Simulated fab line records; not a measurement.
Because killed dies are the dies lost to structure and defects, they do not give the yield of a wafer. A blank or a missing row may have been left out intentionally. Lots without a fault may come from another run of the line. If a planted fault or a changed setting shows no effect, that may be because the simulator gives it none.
Which tool is to blame? -- flow nand harc -- 33 wafers from 11 lots sampled at 6 of the route's 1302 steps

== WHAT THE GAUGES SHOWED, per wafer ==
NHARC_P_ZERO_WELL_CD_MEAS_52 targets a cd of 2000 nm.
lot,measured,on,cd nm (nm)
L743,day 2 01:46,cd sem-02,1999.4 1999.2 2001.6
L744,day 2 12:08,cd sem-03,1998.8 2000.8 1999.7
L745,day 2 21:55,cd sem-01,1999.0 1997.3 1999.0
L746,day 3 07:37,cd sem-03,1998.3 1999.5 2000.9
L747,day 3 17:32,cd sem-03,1999.1 1998.3 2001.8
L748,day 4 05:52,cd sem-01,1999.5 1997.6 2000.2
L750,day 4 23:55,cd sem-03,1999.5 2000.2 2000.8
L752,day 5 19:45,cd sem-03,2002.1 2000.7 2001.5
L757,day 7 21:27,cd sem-03,1866.6 1864.8 1866.3 1866.5 1864.6 1866.2
L761,day 9 14:19,cd sem-01,2001.3 1998.7 2002.0
L766,day 11 15:51,cd sem-02,1997.6 1998.6 1998.7

NHARC_END_SORT_01.
lot,measured,on,defect limited yield (%),killed at array,killed at other,killed at periphery,killed dies,killed open,killed short
L745,day 25 08:30,prober-02,88.6 90.1 90.7,69 63 63,0 1 0,8 3 0,77 67 63,1 0 3,4 2 0
L746,day 24 20:53,prober-02,90.0 88.5 90.1,62 73 66,3 2 0,3 3 1,68 78 67,2 2 0,2 1 2
L752,day 28 09:22,prober-02,93.2 93.4 95.0,44 43 33,0 0 0,2 2 1,46 45 34,3 4 0,1 0 1

== TOOL THAT RAN EACH LOT (tool first, then ch and the chambers of the sampled wafers, then the start) ==
lot,NHARC_P_ZERO_WELL_ETCH_65,NHARC_P_ZERO_WELL_DESCUM_26,NHARC_P_ZERO_WELL_EXPOSE_49,NHARC_P_GATE_DESCUM_13
L743,"rie diel-07 ch 1,2, day 1 21:29","rie diel-11 ch 1,3, day 1 22:38","krf scanner-01 ch 0, day 2 01:37","rie diel-03 ch 1,2, day 4 12:01"
L744,"rie diel-07 ch 0,1,3, day 2 07:50","rie diel-11 ch 0,1,3, day 2 08:59","krf scanner-03 ch 0, day 2 11:59","rie diel-09 ch 0,2,3, day 4 18:22"
L745,"rie diel-06 ch 0,1,2, day 2 17:29","rie diel-07 ch 0,2, day 2 18:45","krf scanner-02 ch 0, day 2 21:46","rie diel-09 ch 0,1,2, day 5 09:42"
L746,"rie diel-07 ch 0,1,2, day 3 03:22","rie diel-06 ch 0,1,3, day 3 04:38","krf scanner-01 ch 0, day 3 07:26","rie diel-05 ch 0,2,3, day 5 14:00"
L747,"rie diel-07 ch 0,1, day 3 13:30","rie diel-06 ch 0,3, day 3 14:38","krf scanner-01 ch 0, day 3 17:23","rie diel-05 ch 0,1,3, day 6 04:43"
L748,"rie diel-11 ch 1,3, day 4 01:34","rie diel-07 ch 0,2,3, day 4 02:55","krf scanner-02 ch 0, day 4 05:43","rie diel-05 ch 0,2,3, day 6 17:24"
L750,"rie diel-06 ch 0,1,3, day 4 19:30","rie diel-06 ch 1,2, day 4 20:44","krf scanner-01 ch 0, day 4 23:46","rie diel-03 ch 2,3, day 7 15:25"
L752,"rie diel-11 ch 2,3, day 5 15:36","rie diel-11 ch 0,2,3, day 5 16:46","krf scanner-02 ch 0, day 5 19:36","rie diel-03 ch 0,2,3, day 8 08:56"
L757,"rie diel-07 ch 1,2,3, day 7 17:22","rie diel-07 ch 1,2,3, day 7 18:32","krf scanner-01 ch 0, day 7 21:17",-
L761,"rie diel-11 ch 0,1,3, day 9 09:32","rie diel-06 ch 1,2,3, day 9 10:40","krf scanner-02 ch 0, day 9 14:10","rie diel-09 ch 1,2,3, day 11 22:23"
L766,"rie diel-06 ch 0,2,3, day 11 11:29","rie diel-06 ch 1,2,3, day 11 12:46","krf scanner-01 ch 0, day 11 15:42","rie diel-05 ch 0,1,2, day 14 02:11"
- NHARC_P_ZERO_WELL_ETCH_65: etches the open film in N2/H2, target depth 80 nm, overetch 24 nm, time 87.88 s.
- NHARC_P_ZERO_WELL_DESCUM_26: chemistry O2, time 3 s.
- NHARC_P_ZERO_WELL_EXPOSE_49: exposes mask P HVPW, target cd 2000 nm.
- NHARC_P_GATE_DESCUM_13: chemistry O2, time 3 s.

== AS READ BY THE TOOLS THEMSELVES (means over the sampled wafers that have a number; for cases with no such wafer, the mark the record gives instead) ==
NHARC_P_ZERO_WELL_ETCH_65.
lot,tool,drypump motor current A (A),h2 flow sccm (sccm),oes product au (a.u.),rf vpp V (V),showerhead plenum p Torr (Torr),throttle valve pct (%)
L743,rie diel-07,6.4,150.6,1.022,430.5,2.04,14.176
L744,rie diel-07,6.2,150.5,0.998,427.5,1.99,14.167
L745,rie diel-06,5.8,149.9,1.006,431.9,2.07,14.170
L746,rie diel-07,6.2,150.2,1.003,430.6,2.04,14.169
L747,rie diel-07,6.5,149.8,1.011,429.0,1.96,14.164
L748,rie diel-11,6.0,150.1,1.001,429.3,1.98,14.174
L750,rie diel-06,6.1,149.7,0.997,431.6,2.07,14.169
L752,rie diel-11,5.8,149.6,1.012,428.9,1.97,14.171
L757,rie diel-07,6.0,150.0,1.007,430.2,2.05,14.164
L761,rie diel-11,6.1,149.9,1.005,429.8,2.03,14.166
L766,rie diel-06,5.7,150.8,0.992,431.2,2.06,14.170

NHARC_P_ZERO_WELL_DESCUM_26.
lot,tool,drypump motor current A (A),oes product au (a.u.),rf vpp V (V),showerhead plenum p Torr (Torr),throttle valve pct (%)
L743,rie diel-11,6.0,1.002,57.6,1.87,11.308
L744,rie diel-11,6.1,0.998,57.7,1.82,11.299
L745,rie diel-07,6.0,0.994,57.3,1.92,11.305
L746,rie diel-06,6.1,0.993,57.5,1.94,11.302
L747,rie diel-06,6.0,1.001,58.2,1.94,11.310
L748,rie diel-07,5.8,0.997,57.4,1.94,11.309
L750,rie diel-06,5.4,0.986,57.2,1.93,11.316
L752,rie diel-11,5.9,1.003,57.8,1.91,11.309
L757,rie diel-07,6.0,1.014,58.7,1.92,11.316
L761,rie diel-06,5.7,0.996,57.8,1.92,11.313
L766,rie diel-06,5.7,0.988,57.7,1.91,11.320

NHARC_P_GATE_DESCUM_13.
lot,tool,drypump motor current A (A),oes product au (a.u.),rf vpp V (V),showerhead plenum p Torr (Torr),throttle valve pct (%)
L743,rie diel-03,5.5,1.004,58.7,1.90,11.302
L744,rie diel-09,5.7,1.002,58.6,1.99,11.309
L745,rie diel-09,5.4,1.001,58.2,1.98,11.303
L746,rie diel-05,5.5,1.001,57.2,1.90,11.313
L747,rie diel-05,5.4,0.990,57.8,1.95,11.309
L748,rie diel-05,5.5,1.002,56.6,1.90,11.314
L750,rie diel-03,5.6,1.010,57.8,1.99,11.316
L752,rie diel-03,5.7,1.000,57.4,1.96,11.314
L761,rie diel-09,5.6,0.994,58.7,1.97,11.313
L766,rie diel-05,5.4,0.998,58.3,1.98,11.310

== THE ANSWER, worked out from the rows above alone ==
Rule: the lots themselves supply what counts as usual. The widest of any qualifying gaps counts: lots, ordered by their means at a reading, are off when they make up no more than a third of the lots, leave a main group of 4 or more, and stand apart from it by 3 or more times the standard deviation of that group's means. A main group whose means are all the same, to the digits that the tables above print for the reading, isn't used. A lot without any number at a reading at which 4 lots or more have one is off too. The other lots that the step has rows for count as sound. The gauges are gone through in route order, then the tools' own readings, and for those a lot's mean is taken as printed above. At the first step where some lot is off, the reading lying furthest off is the one used; lots without a number count as furthest.
Off: L757, at NHARC_P_ZERO_WELL_CD_MEAS_52 (cd nm). The main group: mean 1999.7 nm, standard deviation 0.91.
A tool fits if, at a process step before that reading, it ran every lot that is off, and no sound lot after the first of them. Those tools and the gauges at NHARC_P_ZERO_WELL_CD_MEAS_52 are tried in the same way. 2 tools fit, rie diel-07 at NHARC_P_ZERO_WELL_ETCH_65 and NHARC_P_ZERO_WELL_DESCUM_26 and cd sem-03 at NHARC_P_ZERO_WELL_CD_MEAS_52, so this cannot tell which one it is.

== WHAT THE SIMULATOR PUT IN ==
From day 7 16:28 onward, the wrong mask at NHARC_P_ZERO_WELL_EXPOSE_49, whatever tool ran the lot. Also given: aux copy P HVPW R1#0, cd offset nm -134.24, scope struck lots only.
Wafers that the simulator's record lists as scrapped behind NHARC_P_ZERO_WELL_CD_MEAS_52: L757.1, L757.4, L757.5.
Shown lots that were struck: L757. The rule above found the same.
